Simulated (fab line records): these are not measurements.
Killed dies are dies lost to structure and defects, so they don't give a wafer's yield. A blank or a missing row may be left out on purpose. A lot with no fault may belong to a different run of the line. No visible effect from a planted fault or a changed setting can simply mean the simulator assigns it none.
fab line records	flow n5-finfet
[record] lots = 6	wafers = 18	last-day = 17
route steps=1938 shown MIM_TOP_LITHO@1839 MIM_TOP_ETCH@1851
lots that met no fault: from a run of the same line without faults
start-h: start of the lot's first displayed wafer, in hours after the record's first day	wait-h: hours elapsed since this lot's preceding step	" same as the row above	L1.1+2: a row that stands for several wafers	- no value, or no start given	* or withheld: withheld	< > ~ a bound
route shown NAME@n: names a module that has steps shown in the file, with the first one's number in the route	usual: average and standard deviation across the fault-free wafers	same: alike in all rows	chamber/n: place in a boat	sites: the reading at each site	_std_site: the standard deviation of these	_edge_site: the outer-site mean with the inner-site mean subtracted	radius-mm: for every site, how far away it sits from the centre of the wafer	mask NAME#n: copy n	behind: the last tool/chamber to shape the wafer	hold: why the lot went on hold/how many hours it stayed there/how the hold came to an end	device: the n, p or np transistor that did not switch	end of line: tests run on the same wafers once the route is complete	for a step that has no rows: nothing shown but its recipe	killed: count of dies lost to structure and defects at first sort (not the wafer's yield)	map: a wafer's dies, x killed, . not, _ none there
set.NAME: the setting as run; set.NAME@STEP: as run at that earlier step	model.NAME: the simulator's own value behind a step, which no gauge read
lots seen at some steps along the route; tables by step, rows by wafer
services: the hour from which a tool's chamber was out of use, counted from the record's first day as start-h (under 0 if before that day), plus the number of hours and why
[[steps]]
[step N5_MIM_TOP_LITHO_HMDS_01]
[recipe] time-s = 60	temp-c = 120
[step N5_MIM_TOP_LITHO_COAT_02]
[recipe] spin-rpm = *	resist-thk-nm = *
[step N5_MIM_TOP_LITHO_EBR_04]
[recipe] solvent = PGMEA	ebr-width-mm = 1.5
[step N5_MIM_TOP_LITHO_SOFTBAKE_03]
[recipe] temp-c = 100	time-s = 90
[step N5_MIM_TOP_LITHO_EXPOSE_05]
[recipe] mask-id = MIM_TOP	na = 0.55	source-shape = conventional	sigma-outer = 0.8	polarization = unpolarized	target-cd-nm = 2000	dose-mj = 20.5
[step N5_MIM_TOP_LITHO_PEB_06]
[recipe] peb-temp-c = withheld	peb-time-s = *
[step N5_MIM_TOP_LITHO_DEVELOP_07]
[recipe] develop-time-s = 60	rinse-liquid = diw	dry = air-spin	dev-temp-c = 21
[step N5_MIM_TOP_LITHO_HARDBAKE_09]
[recipe] temp-c = 130	time-s = 120
[step N5_MIM_TOP_LITHO_CD_MEAS_08]
[recipe] target-cd-nm = 2000	landing-energy-ev = 500	detector = se-inlens
[usual] cd-nm = 2000.4/2.3
lot.wafer	tool	chamber	start-h	wait-h	cd-nm
L131.2	cd-sem-02	0	273.75	-	1999.5
L131.3	"	0	"	"	1999.4
L131.5	"	0	"	"	2001.4
L136.2	cd-sem-01	0	307.41	-	2000.2
L136.4	"	0	"	"	1997.5
L136.5	"	0	"	"	2000.9
L140.3	cd-sem-02	0	342.16	-	1997.9
L140.4	"	0	"	"	2002.1
L140.5	"	0	"	"	1998.3
L143.3	cd-sem-01	0	355.35	-	2002.0
L143.4	"	0	"	"	2000.5
L143.5	"	0	"	"	2002.8
L146.1	cd-sem-01	0	369.25	-	1999.9
L146.3	"	0	"	"	2004.6
L146.6	"	0	"	"	2002.2
L149.1	cd-sem-03	0	394.96	-	2000.9
L149.2	"	0	"	"	2001.4
L149.4	"	0	"	"	2000.7
[step N5_MIM_TOP_LITHO_OVL_MEAS_11]
[recipe] points-per-wafer = 44
[usual] MIM_TOP_OVL = -1/5.4
lot.wafer	tool	chamber	start-h	wait-h	MIM_TOP_OVL[nm]
L131.2	overlay-02	0	273.78	0.0	-3
L131.3	"	0	"	"	0
L131.5	"	0	"	"	0
L136.2	overlay-02	0	307.44	0.0	-9
L136.4	"	0	"	"	-4
L136.5	"	0	"	"	-6
L140.3	overlay-01	0	342.19	0.0	-11
L140.4	"	0	"	"	-6
L140.5	"	0	"	"	-6
L143.3	overlay-01	0	355.37	0.0	2
L143.4	"	0	"	"	4
L143.5	"	0	"	"	-3
L146.1	overlay-02	0	369.28	0.0	-1
L146.3	"	0	"	"	8
L146.6	"	0	"	"	2
L149.1	overlay-01	0	394.99	0.0	-2
L149.2	"	0	"	"	-3
L149.4	"	0	"	"	-2
[step N5_MIM_TOP_LITHO_INSPECT_12]
[recipe] mode = adi	inspect-instrument = macro
[usual] raw-defect-count = 2.1/1.4
lot.wafer	tool	chamber	start-h	wait-h	raw-defect-count
L131.2	defect-inspect-01	-	273.81	0.0	4
L131.3	"	-	"	"	0
L131.5	"	-	"	"	1
L136.2	defect-inspect-02	-	307.46	0.0	0
L136.4	"	-	"	"	2
L136.5	"	-	"	"	4
L140.3	defect-inspect-01	-	342.21	0.0	1
L140.4	"	-	"	"	0
L140.5	"	-	"	"	2
L143.3	defect-inspect-02	-	355.40	0.0	0
L143.4	"	-	"	"	0
L143.5	"	-	"	"	2
L146.1	defect-inspect-02	-	369.31	0.0	0
L146.3	"	-	"	"	2
L146.6	"	-	"	"	3
L149.1	defect-inspect-02	-	395.01	0.0	2
L149.2	"	-	"	"	3
L149.4	"	-	"	"	1
[step N5_MIM_TOP_LITHO_DESCUM_10]
[recipe] chemistry = O2	time-s = 7.9	source-power-w = 50	bias-power-w = 20	pressure-mtorr = 20	rf-frequency-hz = 2.712e+07	temp-c = 40	o2-flow-sccm = 225
[usual] drypump-motor-current-A = 5.6/0.43	o2-flow-sccm = 225.0/0.71	oes-product-au = 0.81/0.075	rf-vpp-V = 243.0/1.2	showerhead-plenum-p-Torr = 2.09/0.058	throttle-valve-pct = 20.41/0.22
lot.wafer	tool	chamber	start-h	wait-h	drypump-motor-current-A	o2-flow-sccm	oes-product-au	rf-hours-counter-h	rf-vpp-V	showerhead-plenum-p-Torr	throttle-valve-pct
L131.2	rie-diel-02	0	273.84	0.0	5.2	225.3	0.87	59	241.8	2.03	20.35
L131.3	"	2	"	"	5.8	225.0	0.83	83	242.1	2.04	20.66
L131.5	"	0	"	"	5.2	223.9	0.86	-	241.5	2.03	20.33
L136.2	rie-diel-03	3	307.51	0.1	6.2	224.0	0.79	130	243.0	2.11	20.41
L136.4	"	2	"	"	5.5	224.4	0.73	183	244.8	2.15	20.47
L136.5	"	3	"	"	6.2	224.8	0.79	-	243.5	2.11	20.41
L140.3	rie-diel-02	0	342.58	0.4	5.2	225.2	0.84	83	242.4	2.03	20.38
L140.4	"	1	"	"	6.2	224.0	0.71	186	240.9	2.06	20.54
L140.5	"	1	"	"	6.1	225.3	0.70	-	241.4	2.06	20.52
L143.3	rie-diel-06	2	355.43	0.0	5.4	226.5	0.82	82	245.1	2.19	19.99
L143.4	"	2	"	"	5.4	224.3	0.82	-	244.5	2.19	20.03
L143.5	"	3	"	"	4.9	225.6	0.82	-	243.5	2.02	20.59
L146.1	rie-diel-02	1	369.34	0.0	6.1	224.7	0.70	195	242.3	2.06	20.55
L146.3	"	2	"	"	5.8	223.8	0.79	117	243.7	2.03	20.66
L146.6	"	0	"	"	5.2	224.2	0.81	-	241.0	2.02	20.39
L149.1	rie-diel-03	0	395.05	0.0	5.4	224.1	0.88	63	245.7	2.20	20.10
L149.2	"	1	"	"	6.2	226.9	0.86	48	242.6	2.05	20.77
L149.4	"	3	"	"	6.2	226.4	0.76	166	241.9	2.10	20.48
[step N5_MIM_TOP_ETCH_ETCH_00]
[recipe] chemistry = Cl2/BCl3	target = TiN	target-depth-a = 385	ion-energy-ev = 150	pressure-mtorr = 10	icp-w = 1000	bias-w = 126	Cl2_flow_sccm = 53.25	bcl3-flow-sccm = 21.75	Ar_flow_sccm = 25
[usual] bcl3-flow-sccm = 21.75/0.07	bias-w = 126.0/0.39	drypump-motor-current-A = 5.9/0.35	oes-product-au = 0.84/0.099	throttle-valve-pct = 22.6/0.35
lot.wafer	tool	chamber	start-h	wait-h	bcl3-flow-sccm	bias-w	drypump-motor-current-A	oes-product-au	rf-hours-counter-h	throttle-valve-pct	model.etch.depth-nm	model.MIM_TOP_ETCH.feature-depth-nm
L131.2	rie-metal-02	0	273.93	0.1	21.66	126.4	5.4	0.78	37	22.4	37.84	37.8
L131.3	"	0	"	"	21.69	125.8	5.4	0.78	-	22.4	37.62	37.6
L131.5	"	0	"	"	21.62	126.0	5.4	0.77	-	22.4	37.26	37.2
L136.2	rie-metal-03	0	307.60	0.1	21.87	126.1	6.3	0.94	5	23.1	38.01	38
L136.4	"	1	"	"	21.74	125.1	6.1	0.77	-	22.9	38.67	38.6
L136.5	"	1	"	"	21.71	126.4	6.1	0.77	-	22.9	38.91	39
L140.3	rie-metal-02	1	342.71	0.1	21.79	126.5	5.8	0.96	-	22.1	39.79	39.8
L140.4	"	0	"	"	21.73	139.2	5.4	0.77	-	22.4	39.21	39.2
L140.5	"	0	"	"	21.71	138.8	5.4	0.77	-	22.4	38.98	39
L143.3	rie-metal-02	1	355.56	0.1	21.65	126.0	5.7	0.94	-	22.1	39.54	39.6
L143.4	"	0	"	"	21.74	138.9	5.4	0.77	-	22.4	39.19	39.2
L143.5	"	1	"	"	21.75	125.5	5.8	0.95	-	22.1	39.58	39.6
L146.1	rie-metal-01	1	369.43	0.1	21.68	126.0	6.2	0.88	12	22.4	38.69	38.6
L146.3	"	1	"	"	21.73	125.4	6.2	0.89	-	22.4	38.72	38.8
L146.6	"	0	"	"	21.80	126.5	5.7	0.74	-	22.4	37.1	37
L149.1	rie-metal-03	1	395.13	0.1	21.79	126.3	6.1	0.74	55	22.9	38.79	38.8
L149.2	"	0	"	"	21.68	126.4	6.3	0.89	13	23.1	37.49	37.4
L149.4	"	1	"	"	21.84	126.2	6.1	0.75	-	22.9	38.83	38.8
[step N5_MIM_TOP_ETCH_STRIP_01]
[recipe] chemistry = O2	power-w = 600	temp-c = 60	pressure-mtorr = 30	rf-frequency-hz = 6e+07	bias-power-w = 0	overash-fraction = 0.5	o2-flow-sccm = 225
[usual] drypump-motor-current-A = 5.7/0.42	o2-flow-sccm = 224.9/0.66	oes-product-au = 0.77/0.091	rf-vpp-V = 3.6/1.3	showerhead-plenum-p-Torr = 2.10/0.064	throttle-valve-pct = 16.62/0.24
lot.wafer	tool	chamber	start-h	wait-h	drypump-motor-current-A	o2-flow-sccm	oes-product-au	rf-hours-counter-h	rf-vpp-V	showerhead-plenum-p-Torr	throttle-valve-pct
L131.2	rie-diel-05	1	274.07	0.1	5.7	224.7	0.77	132	4.7	1.95	16.91
L131.3	"	3	"	"	5.6	224.5	0.72	214	3.3	1.99	16.61
L131.5	"	0	"	"	6.0	225.4	0.69	-	3.4	1.98	16.89
L136.2	rie-diel-04	2	307.85	0.2	5.6	224.5	0.73	176	2.4	2.07	16.28
L136.4	"	1	"	"	6.5	224.7	0.69	214	3.0	2.08	16.67
L136.5	"	0	"	"	6.6	226.6	0.78	-	3.5	2.18	16.86
L140.3	rie-diel-04	1	342.81	0.1	6.5	225.1	0.69	225	4.1	2.08	16.76
L140.4	"	0	"	"	6.6	224.8	0.77	151	4.9	2.18	16.85
L140.5	"	2	"	"	5.6	226.0	0.71	-	3.6	2.07	16.34
L143.3	rie-diel-01	0	355.66	0.1	5.2	225.5	0.88	56	2.3	2.13	16.34
L143.4	"	1	"	"	5.6	225.8	0.66	-	3.5	2.08	16.94
L143.5	"	0	"	"	5.2	224.2	0.88	-	4.5	2.13	16.38
L146.1	rie-diel-04	2	369.58	0.1	5.6	225.5	0.72	195	5.1	2.07	16.33
L146.3	"	1	"	"	6.5	225.3	0.69	233	4.2	2.08	16.75
L146.6	"	0	"	"	6.5	224.2	0.77	-	1.4	2.18	16.90
L149.1	rie-diel-04	1	395.35	0.2	6.5	224.8	0.67	243	4.3	2.07	16.77
L149.2	"	2	"	"	5.6	225.3	0.72	205	2.5	2.06	16.36
L149.4	"	3	"	"	5.4	225.5	0.80	126	5.1	2.02	16.56
[[services]]
tool	chamber	start-h	hours	kind
rie-metal-03	-	250.51	0.1	repair
rie-diel-05	2	262.35	13.6	repair
rie-diel-03	1	272.43	3.8	repair
rie-diel-01	2	275.85	-	clean
rie-metal-02	1	278.44	-	clean
rie-metal-02	1	278.44	20.5	scheduled-down
rie-metal-02	1	278.44	20.5	vent-cycle
rie-diel-05	-	292.60	0.7	repair
rie-diel-06	1	325.72	3.3	repair
rie-diel-05	1	328.40	64.7	repair
rie-diel-01	3	333.67	1.7	repair
rie-diel-06	0	334.10	3.4	repair
rie-diel-06	3	336.91	10.0	repair
rie-diel-01	-	342.24	0.3	repair
rie-diel-05	0	348.81	15.9	repair
rie-diel-06	-	351.65	0.6	repair
rie-diel-01	-	354.16	0.9	repair
rie-diel-03	1	356.01	2.6	repair
rie-diel-03	1	368.38	5.3	repair
rie-diel-01	0	371.81	12.2	repair
rie-diel-05	-	372.31	2.8	pm
rie-diel-03	2	373.09	17.8	repair
rie-diel-02	0	379.52	4.8	repair
rie-diel-02	-	379.68	0.7	repair
[[key]]
[first-sign] step = N5_MIM_TOP_ETCH_ETCH_00	reading = bias-w	direction = up	sigmas = 33	usual = *	struck = *
effect none on later readings
[model-effect] step = N5_MIM_TOP_ETCH_ETCH_00	value = etch.depth-nm	without = 37.72	struck = 39.13
met-at N5_MIM_TOP_ETCH_ETCH_00
struck-wafers L140.4,L140.5,L143.4
onset-between 273.93 342.71
[fault] kind = process-parameter-drift	tool = rie-metal-02	chamber = 0	onset-h = 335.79	steps = N5_MIM_TOP_ETCH_ETCH_00	channel = bias-w	offset = *	shape = step	end-h = 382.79	acts-in = *	stated = *
